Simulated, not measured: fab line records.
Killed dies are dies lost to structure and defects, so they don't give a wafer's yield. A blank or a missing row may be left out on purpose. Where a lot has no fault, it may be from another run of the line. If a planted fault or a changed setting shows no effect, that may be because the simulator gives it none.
A single fault, viewed from 2 desks | flow n5 finfet | what lay behind the numbers comes last; until then each desk has only its own

## DESK OF THE TOOL OWNER: pecvd-04
The tool's own readings at N5_BEOL_M0_DEP_125 (deposits SiCN from 3MS/NH3, target thk 8 nm, time 14 s): means of the sampled wafers that have a number, for each lot that ran on this tool. A lot is out of limits, marked OUT, if its mean lies more than 4 standard deviations from the usual mean; the brackets give that distance.
Columns: A = showerhead plenum p Torr at N5_BEOL_M0_DEP_125, usual 3.659 Torr; B = showerhead vpp V at N5_BEOL_M0_DEP_125, usual 859 V; C = throttle valve pct at N5_BEOL_M0_DEP_125, usual 9.0 %
lot  | first seen here | A     | B   | C
L509 | day 8 10:14     | 3.667 | 870 | 8.8
L511 | day 8 22:03     | 3.674 | 881 | 8.9
L513 | day 9 11:01     | 3.673 | 860 | 9.1
L515 | day 9 23:13     | 3.666 | 880 | 9.0
Finding of this desk: none of the 4 lots has anything out of limits.

## METROLOGY DESK
What the gauges read for every lot (on any tool): the sampled wafers with a number, averaged. A lot is out of limits, marked OUT, if its mean lies more than 4 standard deviations from the usual mean; the brackets give that distance. Only the readings that lie furthest out on some lot appear, 7 of the 10 it has.
Columns: A = DIBL_N at N5_BEOL_M4_RC_MEAS_101, usual 35.6 mV/V; B = IOFF_N at N5_BEOL_M4_RC_MEAS_101, usual 0.148 nA/um; C = IOFF_P at N5_BEOL_M4_RC_MEAS_101, usual 0.19 nA/um; D = SS_N at N5_BEOL_M4_RC_MEAS_101, usual 71.3 mV/dec; E = SS_P at N5_BEOL_M4_RC_MEAS_101, usual 73.0 mV/dec; F = VT_N at N5_BEOL_M4_RC_MEAS_101, usual 251 mV; G = VT_P at N5_BEOL_M4_RC_MEAS_101, usual -251.5 mV
lot  | first seen here | A    | B     | C    | D    | E    | F   | G
L509 | day 11 08:00    | 35.6 | 0.180 | 0.25 | 72.0 | 73.8 | 247 | -245.9
L511 | day 11 09:52    | 33.6 | 0.123 | 0.18 | 70.7 | 72.5 | 252 | -253.1
L513 | day 12 11:30    | 38.1 | 0.194 | 0.24 | 71.2 | 74.2 | 246 | -248.3
L515 | day 12 16:18    | 35.3 | 0.145 | 0.20 | 71.4 | 73.3 | 252 | -252.1
L523 | day 14 09:47    | 35.9 | 0.152 | 0.19 | 71.3 | 73.2 | 252 | -252.8
Finding of this desk: none of the 5 lots has anything out of limits.

## ALL TOGETHER
The desk of the tool owner found nothing out of limits.
From the metrology desk's view, nothing was out of limits.

## WHAT THE SIMULATOR HAD INSERTED
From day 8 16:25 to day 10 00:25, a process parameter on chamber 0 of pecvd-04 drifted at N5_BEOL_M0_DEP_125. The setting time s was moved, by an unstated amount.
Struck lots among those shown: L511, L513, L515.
